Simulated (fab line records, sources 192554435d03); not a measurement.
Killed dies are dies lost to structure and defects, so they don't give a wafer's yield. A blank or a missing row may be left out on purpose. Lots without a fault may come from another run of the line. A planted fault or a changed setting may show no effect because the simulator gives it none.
Which tool did it? | flow n5_finfet | 8 lots, 24 wafers sampled, at 7 steps of a route of 1938

WHAT THE GAUGES READ, wafer by wafer
N5_SD_EPI_P_EPI_MEAS_23.
lot  | measured    | on            | thk_nm (nm)
L505 | day 3 09:50 | film_metro-02 | 59.8 61.3 63.1
L507 | day 4 01:28 | film_metro-02 | 59.6 60.1 60.5
L509 | day 4 09:59 | film_metro-01 | 58.7 61.0 60.6
L515 | day 6 02:11 | film_metro-02 | 68.7 67.0 67.1
L517 | day 6 14:51 | film_metro-01 | 66.0 65.9 65.8
L521 | day 7 09:37 | film_metro-02 | 59.5 57.5 58.5
L522 | day 7 20:37 | film_metro-01 | 62.3 60.0 60.8
L528 | day 9 09:40 | film_metro-02 | 61.7 59.3 60.5

N5_SD_ACTIVATION_RS_MEAS_03: measures by four-point-probe.
lot  | measured    | on            | RS_SD_N (ohm/sq) | RS_SD_P (ohm/sq)
L505 | day 3 10:28 | film_metro-01 | 21.9 21.7 21.8   | 57.3 56.8 57.1
L507 | day 4 02:06 | film_metro-02 | 21.7 21.7 21.9   | 57.1 56.7 57.2
L509 | day 4 10:53 | film_metro-02 | 22.1 22.2 21.7   | 57.5 58.3 57.0
L515 | day 6 02:58 | film_metro-02 | 21.6 21.6 22.0   | 45.8 47.1 46.7
L517 | day 6 15:29 | film_metro-01 | 21.9 22.1 21.8   | 48.6 48.7 48.8
L521 | day 7 10:23 | film_metro-02 | 21.3 21.9 21.7   | 58.1 58.3 57.9
L522 | day 7 21:14 | film_metro-01 | 22.2 21.8 22.0   | 56.6 57.8 57.2
L528 | day 9 10:17 | film_metro-02 | 21.3 21.8 21.5   | 56.7 59.1 57.7

N5_BEOL_M4_RC_MEAS_101.
lot  | measured     | on        | DIBL_N (mV/V)  | DIBL_P (mV/V)  | IOFF_N (nA/um) | IOFF_P (nA/um) | ION_N (uA/um) | ION_P (uA/um) | REXT_P (ohm.um)   | RS_SD_P (ohm/sq) | SS_N (mV/dec)  | SS_P (mV/dec)  | VT_N (mV)   | VT_P (mV)
L505 | day 8 22:11  | prober-01 | 36.4 35.7 37.5 | 35.6 34.2 36.3 | 0.15 0.14 0.17 | 0.21 0.19 0.22 | 671 664 675   | 461 460 457   | 97.3 96.4 97.7    | 67.7 66.9 66.8   | 70.7 70.1 71.0 | 73.6 73.3 73.7 | 249 251 250 | -249 -251 -250
L507 | day 9 06:52  | prober-01 | 34.8 36.2 36.5 | 34.5 35.2 35.6 | 0.13 0.15 0.15 | 0.17 0.17 0.17 | 647 663 655   | 445 453 441   | 102.8 101.9 103.8 | 67.0 66.4 67.3   | 71.1 70.9 71.8 | 72.7 72.5 73.5 | 252 254 251 | -253 -253 -254
L509 | day 9 23:53  | prober-01 | 34.7 40.0 37.7 | 34.5 38.0 36.0 | 0.14 0.23 0.18 | 0.19 0.25 0.22 | 665 681 669   | 458 457 465   | 104.6 106.8 104.3 | 67.2 68.2 66.1   | 70.7 72.7 71.5 | 72.5 74.4 74.2 | 252 249 249 | -251 -250 -251
L515 | day 13 00:28 | prober-01 | 33.1 33.8 32.3 | 33.8 34.4 31.6 | 0.11 0.12 0.10 | 0.19 0.20 0.16 | 663 661 658   | 464 464 458   | 87.5 88.1 88.9    | 54.8 55.4 55.6   | 70.5 71.3 70.5 | 72.6 73.4 73.2 | 251 250 255 | -251 -250 -253
L517 | day 13 07:22 | prober-01 | 38.7 37.5 37.1 | 38.0 36.3 36.0 | 0.17 0.15 0.15 | 0.25 0.22 0.21 | 674 672 659   | 471 464 456   | 94.2 95.9 96.7    | 57.4 56.7 57.9   | 71.9 72.2 71.0 | 74.9 73.7 73.4 | 250 251 256 | -247 -248 -252
L521 | day 13 20:47 | prober-01 | 34.9 35.5 33.6 | 35.3 36.0 34.6 | 0.14 0.15 0.13 | 0.18 0.20 0.18 | 667 662 667   | 454 450 461   | 101.0 100.8 99.5  | 68.0 68.9 66.9   | 71.1 71.2 71.0 | 73.0 73.4 73.0 | 251 249 251 | -253 -248 -252
L522 | day 14 10:49 | prober-01 | 38.0 36.8 38.8 | 36.6 34.7 37.1 | 0.17 0.14 0.18 | 0.21 0.18 0.21 | 677 666 683   | 463 459 461   | 101.8 102.7 101.3 | 66.2 67.8 66.9   | 70.9 71.3 72.0 | 74.0 73.7 73.4 | 249 248 248 | -251 -253 -250
L528 | day 16 01:31 | prober-01 | 34.9 34.3 37.0 | 33.6 33.6 36.7 | 0.13 0.12 0.16 | 0.17 0.18 0.24 | 671 653 684   | 460 451 469   | 100.9 103.0 100.9 | 67.1 69.1 67.4   | 71.2 70.9 71.4 | 73.1 73.2 74.6 | 250 254 248 | -252 -253 -246

WHICH TOOL RAN EACH LOT (tool, then ch and the chambers of the sampled wafers, then the start)
lot  | N5_SD_EPI_N_SD_RECESS_17        | N5_SD_EPI_P_ETCH_37               | N5_SD_EPI_P_EPI_21             | N5_SD_ACTIVATION_RTA_00
L505 | rie_si-05 ch 2,3, day 3 02:11   | rie_diel-03 ch 0,3, day 3 06:22   | epi_rpcvd-03 ch 0, day 3 07:58 | rtp_anneal-01 ch 0, day 3 10:04
L507 | rie_si-01 ch 1,2,3, day 3 17:34 | rie_diel-03 ch 0,2,3, day 3 22:00 | epi_rpcvd-04 ch 0, day 3 23:59 | rtp_anneal-01 ch 0, day 4 01:43
L509 | rie_si-05 ch 0,3, day 4 02:39   | rie_diel-05 ch 1,2, day 4 06:31   | epi_rpcvd-03 ch 0, day 4 07:47 | rtp_anneal-02 ch 0, day 4 10:18
L515 | rie_si-01 ch 0,3, day 5 18:08   | rie_diel-02 ch 1,2,3, day 5 22:43 | epi_rpcvd-04 ch 0, day 6 00:42 | rtp_anneal-01 ch 0, day 6 02:35
L517 | rie_si-02 ch 1,2, day 6 07:24   | rie_diel-02 ch 1,2,3, day 6 11:24 | epi_rpcvd-04 ch 0, day 6 13:01 | rtp_anneal-02 ch 0, day 6 15:05
L521 | rie_si-01 ch 0,3, day 7 01:23   | rie_diel-02 ch 0,2,3, day 7 06:08 | epi_rpcvd-03 ch 0, day 7 08:29 | rtp_anneal-01 ch 0, day 7 09:59
L522 | rie_si-05 ch 0,2,3, day 7 12:38 | rie_diel-02 ch 0,2,3, day 7 17:09 | epi_rpcvd-03 ch 0, day 7 18:46 | rtp_anneal-02 ch 0, day 7 20:50
L528 | rie_si-02 ch 0,1,2, day 8 23:49 | rie_diel-02 ch 0,1,2, day 9 05:23 | epi_rpcvd-03 ch 0, day 9 06:46 | rtp_anneal-01 ch 0, day 9 09:53
- N5_SD_EPI_N_SD_RECESS_17: chemistry HBr/Cl2/O2, target depth 41 nm, time 23.7 s, bt time 3 s.
- N5_SD_EPI_P_ETCH_37: etches SOC in N2/H2, overetch 108 nm, time 486 s.
- N5_SD_EPI_P_EPI_21: deposits SiGe:B, time 355 s.
- N5_SD_ACTIVATION_RTA_00: time 0 s.

WHAT THE TOOLS THEMSELVES READ (means of the sampled wafers that have a number; where no wafer has one, the mark that the record gives instead)
N5_SD_EPI_N_SD_RECESS_17.
lot  | tool      | drypump_motor_current_A (A) | he_backside_leak_sccm (sccm) | oes_product_au (a.u.) | throttle_valve_pct (%)
L505 | rie_si-05 | 5.9                         | 3.3                          | 1.002                 | 37.2
L507 | rie_si-01 | 5.3                         | 2.9                          | 1.017                 | 36.9
L509 | rie_si-05 | 5.8                         | 2.5                          | 1.011                 | 36.9
L515 | rie_si-01 | 5.7                         | 3.1                          | 0.994                 | 36.8
L517 | rie_si-02 | 5.6                         | 2.8                          | 1.029                 | 36.6
L521 | rie_si-01 | 5.9                         | 2.7                          | 0.984                 | 37.0
L522 | rie_si-05 | 5.9                         | 2.7                          | 1.009                 | 37.0
L528 | rie_si-02 | 5.8                         | 2.8                          | 1.019                 | 36.8

N5_SD_EPI_P_ETCH_37.
lot  | tool        | drypump_motor_current_A (A) | oes_product_au (a.u.) | rf_vpp_V (V) | showerhead_plenum_p_Torr (Torr) | temp_c (C) | throttle_valve_pct (%)
L505 | rie_diel-03 | 5.1                         | 0.71                  | 241.7        | 2.62                            | 40.02      | 23.58
L507 | rie_diel-03 | 5.3                         | 0.69                  | 241.8        | 2.61                            | 39.98      | 23.61
L509 | rie_diel-05 | 5.5                         | 0.75                  | 241.2        | 2.60                            | 40.04      | 23.31
L515 | rie_diel-02 | 6.0                         | 0.68                  | 239.8        | 2.49                            | 40.13      | 23.55
L517 | rie_diel-02 | 6.0                         | 0.68                  | 240.7        | 2.49                            | 39.91      | 23.57
L521 | rie_diel-02 | 5.5                         | 0.66                  | 241.5        | 2.55                            | 39.97      | 23.53
L522 | rie_diel-02 | 5.5                         | 0.65                  | 240.7        | 2.55                            | 39.93      | 23.54
L528 | rie_diel-02 | 5.7                         | 0.66                  | 241.5        | 2.56                            | 39.94      | 23.67

N5_SD_EPI_P_EPI_21.
lot  | tool         | chamber_pressure_Torr (Torr)
L505 | epi_rpcvd-03 | 20.05
L507 | epi_rpcvd-04 | 20.03
L509 | epi_rpcvd-03 | 20.02
L515 | epi_rpcvd-04 | 25.36
L517 | epi_rpcvd-04 | 25.35
L521 | epi_rpcvd-03 | 20.01
L522 | epi_rpcvd-03 | 20.00
L528 | epi_rpcvd-03 | 20.00

N5_SD_ACTIVATION_RTA_00.
lot  | tool          | lamp_power_pct (%) | wafer_temp_C_max
L505 | rtp_anneal-01 | 8.97               | 976.4
L507 | rtp_anneal-01 | 8.92               | 977.1
L509 | rtp_anneal-02 | 8.97               | 975.4
L515 | rtp_anneal-01 | 9.03               | 976.7
L517 | rtp_anneal-02 | 8.96               | 974.1
L521 | rtp_anneal-01 | 8.95               | 973.8
L522 | rtp_anneal-02 | 8.97               | 976.6
L528 | rtp_anneal-01 | 8.92               | 973.6

THE ANSWER, worked out from the rows above alone
Rule: what is usual is taken from the lots themselves. Put in order of their means at a reading, lots are off if they are a third of the lots or fewer, leave a main group of 4 or more, and stand apart from it by a gap of 3 or more times the standard deviation of the main group's means; of several such gaps the widest counts. A main group whose means are all the same, to the digits that the tables above print for the reading, isn't used. A lot without any number at a reading at which 4 lots or more have one is off too. The other lots that the step has rows for count as sound. The gauges are gone through in route order, then the tools' own readings, and for those a lot's mean is taken as printed above. The first step at which some lot is off is used, and at that step the reading that is off furthest; a lot without a number counts as furthest.
Off: L515, L517, at N5_SD_EPI_P_EPI_MEAS_23 (thk_nm). The main group: mean 60.3 nm, standard deviation 0.92.
A tool fits if, at a process step before that reading, it ran every lot that is off, and no sound lot after the first of them. The gauges at N5_SD_EPI_P_EPI_MEAS_23 aren't tried: what is off there is off at N5_BEOL_M4_RC_MEAS_101 too, on other tools, and a gauge's error can't cause that. One fits: epi_rpcvd-04 at N5_SD_EPI_P_EPI_21. Its last sound lot is L507 (day 3 23:59), its first lot that is off L515 (day 6 00:42): a fault that began between those two fits.
The tool's own readings at N5_SD_EPI_P_EPI_21 bear it out: on the lots that are off they differ by more than 5 times the standard deviation of the sound lots' means. chamber_pressure_Torr reads 25.36 Torr there against 20.02 Torr on the sound lots.

WHAT THE SIMULATOR HAD PUT IN
Process parameter drift: epi_rpcvd-04, from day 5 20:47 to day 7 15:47, at N5_SD_EPI_P_EPI_21. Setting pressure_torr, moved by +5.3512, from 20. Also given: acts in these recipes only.
Lots struck among those shown: L515, L517. The rule above found the same.
